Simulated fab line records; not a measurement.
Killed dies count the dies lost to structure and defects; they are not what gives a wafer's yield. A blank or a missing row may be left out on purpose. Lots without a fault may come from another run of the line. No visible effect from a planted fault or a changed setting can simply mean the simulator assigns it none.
fab line records -- flow nand-harc
record lots=13, wafers=39, last-day=33
route steps=1302 shown A_CONTACT@1014 THIN_TSV@1262 END@1302
lots untouched by any fault: they come from a run of this same line in which no faults occurred
start-h: hours from the record's first day to the start of the lot's first wafer shown -- wait-h: time in hours since the lot's previous step -- " same as the row above -- L1.1+2: several wafers, shown together as one row -- - either no value or no given start -- * or withheld: withheld -- < > ~ a bound
route shown NAME@n: a module of which the file shows steps, and the number in the route of the first -- usual: mean and standard deviation over wafers with no fault -- same: alike in all rows -- chamber/n: place in a boat -- sites: the reading at each site -- _std_site: the values' standard deviation -- _edge_site: mean of outer sites minus mean of inner sites -- radius-mm: for every site, how far away it sits from the centre of the wafer -- mask NAME#n: copy n -- behind: the last tool/chamber to shape the wafer -- hold: why the lot went on hold/how many hours it stayed there/how the hold came to an end -- device: the transistor (n, p or np) that didn't switch -- end of line: tests run on the same wafers once the route is complete -- a step with no rows: only its recipe -- killed: the dies lost at the first sort to structure and to defects; this is not the yield of the wafer -- map: shows each die of a wafer: x if killed, . if not, _ if none is there
set.NAME: the run value of the setting; set.NAME@STEP: its run value at that earlier step -- model.NAME: the simulator's own value behind a step, which no gauge read
one table for each step of the route and one row for each wafer, over a sample of lots
services: when a tool's chamber went out of use (start-h, in hours from the record's first day, below 0 if earlier), for how many hours, and the reason
## steps
# step NHARC_A_CONTACT_ETCH_120
# recipe source-w=withheld, pressure-mtorr=20, bias-v=3000, time-s=190, target-depth-a=18500, ar-flow-sccm=withheld, c4f8-flow-sccm=withheld, o2-flow-sccm=withheld, chemistry=C4F8/O2/Ar
lot.wafer,tool,chamber,start-h,wait-h,rf-hours-counter-h
L549.1,har-cap-etch-03,0,507.80,0.1,41
L549.2,har-cap-etch-03,1,507.80,0.1,41
L549.5,har-cap-etch-03,1,507.80,0.1,-
L548.1,har-cap-etch-02,1,508.20,0.1,85
L548.4,har-cap-etch-02,1,508.20,0.1,-
L548.6,har-cap-etch-02,0,508.20,0.1,-
L552.2,har-cap-etch-02,1,541.25,0.1,91
L552.6,har-cap-etch-02,0,541.25,0.1,-
L552.5,har-cap-etch-02,1,541.25,0.1,-
L555.2,har-cap-etch-01,0,554.53,0.1,8
L555.3,har-cap-etch-01,1,554.53,0.1,-
L555.6,har-cap-etch-01,1,554.53,0.1,-
L554.4,har-cap-etch-03,1,557.43,0.1,-
L554.3,har-cap-etch-03,0,557.43,0.1,-
L554.6,har-cap-etch-03,0,557.43,0.1,-
L558.3,har-cap-etch-01,1,597.36,0.1,-
L558.4,har-cap-etch-01,0,597.36,0.1,-
L558.5,har-cap-etch-01,1,597.36,0.1,-
L559.2,har-cap-etch-01,0,612.48,0.1,19
L559.4,har-cap-etch-01,0,612.48,0.1,-
L559.6,har-cap-etch-01,1,612.48,0.1,-
L560.4,har-cap-etch-03,0,616.69,0.1,-
L560.3,har-cap-etch-03,1,616.69,0.1,-
L560.6,har-cap-etch-03,1,616.69,0.1,-
L567.1,har-cap-etch-01,1,684.11,0.1,33
L567.4,har-cap-etch-01,1,684.11,0.1,-
L567.6,har-cap-etch-01,0,684.11,0.1,-
L568.1,har-cap-etch-01,0,696.71,0.1,35
L568.2,har-cap-etch-01,1,696.71,0.1,35
L568.5,har-cap-etch-01,0,696.71,0.1,-
L570.2,har-cap-etch-01,0,705.84,0.1,37
L570.3,har-cap-etch-01,1,705.84,0.1,-
L570.4,har-cap-etch-01,0,705.84,0.1,-
L571.1,har-cap-etch-01,1,712.56,0.1,40
L571.3,har-cap-etch-01,1,712.56,0.1,-
L571.6,har-cap-etch-01,0,712.56,0.1,-
L569.1,har-cap-etch-03,1,712.73,0.1,80
L569.4,har-cap-etch-03,0,712.73,0.1,-
L569.5,har-cap-etch-03,0,712.73,0.1,-
# step NHARC_THIN_TSV_ETCH_44
# recipe target-depth-a=15942, time-s=797.1, cf4-flow-sccm=150, o2-flow-sccm=10, ar-flow-sccm=0, rf-w=300, bias-w=800, chemistry=CF4/O2
# usual drypump-motor-current-A=5.7/0.37, oes-product-au=1.004/0.015, rf-vpp-V=794/4.6, showerhead-plenum-p-Torr=1.83/0.073, throttle-valve-pct=16.914/0.0083
lot.wafer,tool,chamber,start-h,wait-h,drypump-motor-current-A,oes-product-au,rf-hours-counter-h,rf-vpp-V,showerhead-plenum-p-Torr,throttle-valve-pct
L549.1,rie-diel-10,3,554.02,0.1,5.8,1.010,7,798,1.92,16.913
L549.2,rie-diel-10,0,554.02,0.1,6.2,1.015,8,790,1.77,16.906
L549.5,rie-diel-10,3,554.02,0.1,5.8,1.007,-,800,1.92,16.908
L548.1,rie-diel-10,0,559.87,0.1,6.1,1.019,9,789,1.77,16.909
L548.4,rie-diel-10,3,559.87,0.1,5.8,1.014,-,800,1.92,16.929
L548.6,rie-diel-10,0,559.87,0.1,6.1,1.016,-,791,1.77,16.922
L552.2,rie-diel-10,1,594.79,0.2,5.4,1.010,12,800,1.94,16.908
L552.5,rie-diel-10,3,594.79,0.2,5.8,1.024,-,799,1.92,16.926
L552.6,rie-diel-10,0,594.79,0.2,6.2,1.008,-,791,1.77,16.911
L555.2,rie-diel-13,0,610.50,0.1,4.8,0.963,5,797,1.86,16.926
L555.3,rie-diel-13,2,610.50,0.1,6.3,1.021,7,798,1.92,16.896
L555.6,rie-diel-13,2,610.50,0.1,6.3,1.029,-,801,1.92,16.896
L554.3,rie-diel-12,3,614.95,0.2,5.9,0.992,8,791,1.76,16.902
L554.4,rie-diel-12,0,614.95,0.2,5.7,0.986,6,786,1.71,16.916
L554.6,rie-diel-12,2,614.95,0.2,5.5,0.998,-,792,1.79,16.924
L558.3,rie-diel-12,3,648.55,0.1,5.9,1.000,1,790,1.76,16.916
L558.4,rie-diel-12,1,648.55,0.1,5.6,0.999,1,798,1.89,16.924
L558.5,rie-diel-12,2,648.55,0.1,5.5,0.981,-,791,1.79,16.917
L560.4,rie-diel-10,0,665.98,0.1,6.2,0.996,4,790,1.77,16.908
L560.3,rie-diel-10,1,665.98,0.1,5.4,0.996,5,803,1.94,16.919
L560.6,rie-diel-10,3,665.98,0.1,5.8,1.016,-,800,1.92,16.932
L559.4,rie-diel-12,2,667.08,0.1,5.5,1.001,2,792,1.79,16.914
L559.2,rie-diel-12,1,667.08,0.1,5.6,1.005,2,798,1.89,16.921
L559.6,rie-diel-12,3,667.08,0.1,5.9,0.991,-,790,1.76,16.916
L567.1,rie-diel-13,0,735.14,0.1,4.7,1.003,2,796,1.86,16.900
L567.4,rie-diel-13,1,735.14,0.1,5.4,1.005,2,795,1.87,16.925
L567.6,rie-diel-13,0,735.14,0.1,4.8,1.002,-,795,1.86,16.890
L568.1,rie-diel-12,0,756.09,0.1,5.7,0.994,5,786,1.71,16.913
L568.2,rie-diel-12,3,756.09,0.1,5.9,0.998,6,790,1.76,16.924
L568.5,rie-diel-12,0,756.09,0.1,5.7,0.997,-,787,1.71,16.920
L570.4,rie-diel-12,2,763.40,0.1,5.5,1.001,6,793,1.79,16.917
L570.3,rie-diel-12,3,763.40,0.1,5.8,1.004,6,791,1.76,16.909
L570.2,rie-diel-12,0,763.40,0.1,5.7,0.996,5,786,1.71,16.903
L571.1,rie-diel-10,0,763.56,0.1,6.2,0.997,10,788,1.77,16.912
L571.3,rie-diel-10,2,763.56,0.1,5.9,1.014,12,794,1.80,16.914
L571.6,rie-diel-10,0,763.56,0.1,6.2,0.989,-,791,1.77,16.916
L569.1,rie-diel-12,3,764.39,0.1,6.0,0.998,6,790,1.76,16.920
L569.4,rie-diel-12,2,764.39,0.1,5.5,0.992,6,792,1.79,16.923
L569.5,rie-diel-12,0,764.39,0.1,5.7,1.004,-,788,1.71,16.916
# step NHARC_THIN_TSV_DEP_47
# recipe target-thk-a=2000, temp-c=withheld, pressure-torr=6.5, rf-w=900, teos-flow-sccm=161.4, flow-sccm=2650, target-thk-nm=200, gas=O2, material=SiO2
# usual throttle-valve-pct=16.0/0.55
lot.wafer,tool,chamber,start-h,wait-h,throttle-valve-pct
L549.1,pecvd-04,2,555.73,-,15.8
L549.2,pecvd-04,1,555.73,-,15.9
L549.5,pecvd-04,0,555.73,-,15.9
L548.1,pecvd-04,2,561.59,-,15.9
L548.6,pecvd-04,0,561.59,-,16.0
L548.4,pecvd-04,2,561.59,-,15.8
L552.2,pecvd-03,0,596.36,-,16.1
L552.5,pecvd-03,1,596.36,-,15.2
L552.6,pecvd-03,0,596.36,-,15.8
L555.2,pecvd-04,2,612.20,-,16.0
L555.3,pecvd-04,2,612.20,-,15.8
L555.6,pecvd-04,2,612.20,-,15.8
L554.3,pecvd-02,2,616.52,-,16.4
L554.4,pecvd-02,1,616.52,-,14.5
L554.6,pecvd-02,2,616.52,-,16.5
L558.3,pecvd-03,0,650.12,-,15.9
L558.5,pecvd-03,0,650.12,-,16.4
L558.4,pecvd-03,1,650.12,-,15.4
L560.3,pecvd-02,2,671.90,-,16.3
L560.4,pecvd-02,2,671.90,-,16.7
L560.6,pecvd-02,1,671.90,-,14.6
L559.2,pecvd-03,2,671.97,-,16.5
L559.6,pecvd-03,1,671.97,-,15.7
L559.4,pecvd-03,0,671.97,-,16.0
L567.1,pecvd-04,0,736.78,-,16.0
L567.4,pecvd-04,2,736.78,-,16.1
L567.6,pecvd-04,0,736.78,-,16.1
L568.1,pecvd-03,2,758.02,-,16.8
L568.2,pecvd-03,0,758.02,-,15.9
L568.5,pecvd-03,0,758.02,-,15.9
L570.2,pecvd-02,0,765.12,-,16.3
L570.3,pecvd-02,1,765.12,-,15.0
L570.4,pecvd-02,2,765.12,-,16.6
L571.3,pecvd-03,0,765.46,-,15.9
L571.1,pecvd-03,1,765.46,-,15.9
L571.6,pecvd-03,2,765.46,-,16.3
L569.1,pecvd-04,1,766.31,-,15.7
L569.4,pecvd-04,0,766.31,-,15.9
L569.5,pecvd-04,1,766.31,-,16.1
# step NHARC_THIN_TSV_PVD_19
# recipe target-thk-a=200, chamber-pressure-pa=5, material=TaN
# usual throttle-valve-pct=29.4/0.84
lot.wafer,tool,chamber,start-h,wait-h,throttle-valve-pct
L549.1,pvd-sputter-03,-,-,-,29.2
L549.2,pvd-sputter-03,-,-,-,29.7
L549.5,pvd-sputter-03,-,-,-,28.9
L548.4,pvd-sputter-01,-,-,-,29.7
L548.1,pvd-sputter-01,-,-,-,28.9
L548.6,pvd-sputter-01,-,-,-,29.1
L552.2,pvd-sputter-02,-,-,-,29.9
L552.6,pvd-sputter-02,-,-,-,30.8
L552.5,pvd-sputter-02,-,-,-,30.1
L555.2,pvd-sputter-01,-,-,-,28.9
L555.3,pvd-sputter-01,-,-,-,28.7
L555.6,pvd-sputter-01,-,-,-,28.2
L554.4,pvd-sputter-02,-,-,-,30.6
L554.3,pvd-sputter-02,-,-,-,31.2
L554.6,pvd-sputter-02,-,-,-,30.5
L558.3,pvd-sputter-03,-,-,-,29.6
L558.4,pvd-sputter-03,-,-,-,28.9
L558.5,pvd-sputter-03,-,-,-,30.0
L560.3,pvd-sputter-03,-,-,-,29.2
L560.4,pvd-sputter-03,-,-,-,28.9
L560.6,pvd-sputter-03,-,-,-,29.1
L559.2,pvd-sputter-03,-,-,-,29.0
L559.4,pvd-sputter-03,-,-,-,29.8
L559.6,pvd-sputter-03,-,-,-,29.3
L567.4,pvd-sputter-02,-,-,-,30.9
L567.1,pvd-sputter-02,-,-,-,32.4
L567.6,pvd-sputter-02,-,-,-,31.0
L568.1,pvd-sputter-03,-,-,-,29.0
L568.2,pvd-sputter-03,-,-,-,29.2
L568.5,pvd-sputter-03,-,-,-,28.5
L570.2,pvd-sputter-03,-,-,-,30.1
L570.4,pvd-sputter-03,-,-,-,30.6
L570.3,pvd-sputter-03,-,-,-,28.9
L571.3,pvd-sputter-02,-,-,-,31.2
L571.1,pvd-sputter-02,-,-,-,32.2
L571.6,pvd-sputter-02,-,-,-,28.7
L569.1,pvd-sputter-03,-,-,-,30.2
L569.4,pvd-sputter-03,-,-,-,28.8
L569.5,pvd-sputter-03,-,-,-,28.8
# step NHARC_END_SORT_01
# recipe temp-c=25
# usual killed-at-array=47/18, killed-at-other=0.9/1.1, killed-at-periphery=4/3.1, killed-dies=52/18, killed-open=3.1/1.5, killed-short=2.4/1.5
# same gross-dies=677
lot.wafer,tool,chamber,start-h,wait-h,killed-at-array,killed-at-other,killed-at-periphery,killed-dies,killed-open,killed-short
L558.3,prober-01,0,664.75,3.1,41,0,6,47,3,4
L558.4,prober-01,0,665.56,3.4,128,2,5,135,2,2
L558.5,prober-01,0,666.37,3.7,42,0,3,45,2,1
L559.2,prober-01,0,686.02,2.8,117,2,1,120,0,1
L559.4,prober-01,0,687.63,3.4,117,1,4,122,4,2
L559.6,prober-01,0,689.23,4.0,42,1,1,44,5,4
# killed by level:class
L558.3 A_SLIT:chamber-film-flake=23 A_CHANNEL_HOLE_D1:chamber-film-flake=3 A_STAIRCASE:chamber-film-flake=3 A_CONTACT:chamber-film-flake=3 A_M1:geometric-particle:open=2 P_GATE:chamber-film-flake=2 A_BLC:chamber-film-flake=2 P_M0:geometric-particle:short=1
L558.4 A_CONTACT:unspecified=89 A_SLIT:chamber-film-flake=23 A_CHANNEL_HOLE_D1:chamber-film-flake=5 A_STAIRCASE:chamber-film-flake=4 P_STI:chamber-film-flake=3 A_ZERO_WELL:chamber-film-flake=2 A_CONTACT:chamber-film-flake=2 P_M0:geometric-particle:open=1
L558.5 A_SLIT:chamber-film-flake=21 A_STAIRCASE:chamber-film-flake=7 A_WL_FILL:chamber-film-flake=3 A_CONTACT:chamber-film-flake=3 A_ZERO_WELL:chamber-film-flake=2 A_CHANNEL_HOLE_D1:chamber-film-flake=2 A_ONON_D1:geometric-particle:open=1 A_ONON_D2:geometric-particle:open=1
L559.2 A_CONTACT:unspecified=92 A_CHANNEL_HOLE_D1:chamber-film-flake=9 A_CHANNEL_HOLE_D2:chamber-film-flake=8 A_SLIT:chamber-film-flake=2 A_CONTACT:chamber-film-flake=2 P_M0:chamber-film-flake=1 STARTING-WAFER:geometric-particle:short=1 A_CHANNEL_FILL_D1:chamber-film-flake=1
L559.4 A_CONTACT:unspecified=90 A_CHANNEL_HOLE_D2:chamber-film-flake=8 A_CHANNEL_HOLE_D1:chamber-film-flake=7 A_CONTACT:chamber-film-flake=6 P_GATE:geometric-particle:open=1 P_M0:geometric-particle:open=1 P_M1:geometric-particle:open=1 A_CHANNEL_FILL_D2:geometric-particle:short=1
L559.6 A_CHANNEL_HOLE_D2:chamber-film-flake=17 A_CHANNEL_HOLE_D1:chamber-film-flake=7 A_STAIRCASE:chamber-film-flake=3 A_CHANNEL_FILL_D2:geometric-particle:short=2 A_CONTACT:geometric-particle:open=2 A_DECK1_JOINT:chamber-film-flake=2 A_M0:chamber-film-flake=2 P_M0:geometric-particle:open=1
## services
tool,chamber,start-h,hours,kind
pvd-sputter-03,-,484.63,1.2,repair
pecvd-04,-,495.41,0.8,repair
har-cap-etch-01,-,497.00,17.0,pm
pecvd-03,2,520.21,4.9,repair
pvd-sputter-03,-,526.08,10.0,pm
rie-diel-12,0,528.61,10.4,repair
rie-diel-10,2,546.09,24.0,repair
pecvd-03,-,547.13,13.0,pm
rie-diel-12,1,552.99,45.9,repair
rie-diel-12,0,578.25,6.8,repair
pecvd-04,2,581.28,10.2,repair
rie-diel-12,-,587.70,0.2,repair
rie-diel-12,0,592.10,1.7,repair
rie-diel-10,-,596.50,9.0,pm
rie-diel-12,2,598.78,8.2,repair
pecvd-04,1,612.02,3.6,repair
pecvd-03,0,613.93,14.7,repair
rie-diel-12,-,622.47,9.0,pm
pecvd-04,-,631.26,13.0,pm
rie-diel-10,3,632.25,6.7,repair
rie-diel-12,0,691.65,2.1,repair
pvd-sputter-03,-,704.08,10.0,pm
rie-diel-12,0,710.66,5.4,repair
rie-diel-12,1,726.78,1.8,repair
## key
first-sign step=NHARC_END_SORT_01, reading=killed-at-array, direction=up, sigmas=4.2, usual=47, struck=121
effect step=NHARC_END_SORT_01, reading=killed-dies, direction=up, sigmas=4, usual=52, struck=126
more-kills-born-at NHARC_A_CONTACT_ETCH_120@har-cap-etch-01=271
met-at NHARC_A_CONTACT_ETCH_120
struck-lots L558,L559
struck-wafers L558.4,L559.2,L559.4
tester-left-out L558,L559
not-acting-at NHARC_THIN_TSV_ETCH_44,NHARC_THIN_TSV_DEP_47,NHARC_THIN_TSV_PVD_19
onset-between 554.53 597.36
fault kind=chamber-particle-source, tool=har-cap-etch-01, chamber=0, onset-h=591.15, steps=NHARC_A_CONTACT_ETCH_120, rate-per-visit-cm2=0.91454, end-h=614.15
# tester-left-out: of these lots the tester's yield and bins aren't shown, on N5 and GAA mostly nor the transistor test; their killed dies are dies lost to structure and defects alone, not to doping, threshold or leakage, so they don't give the yield
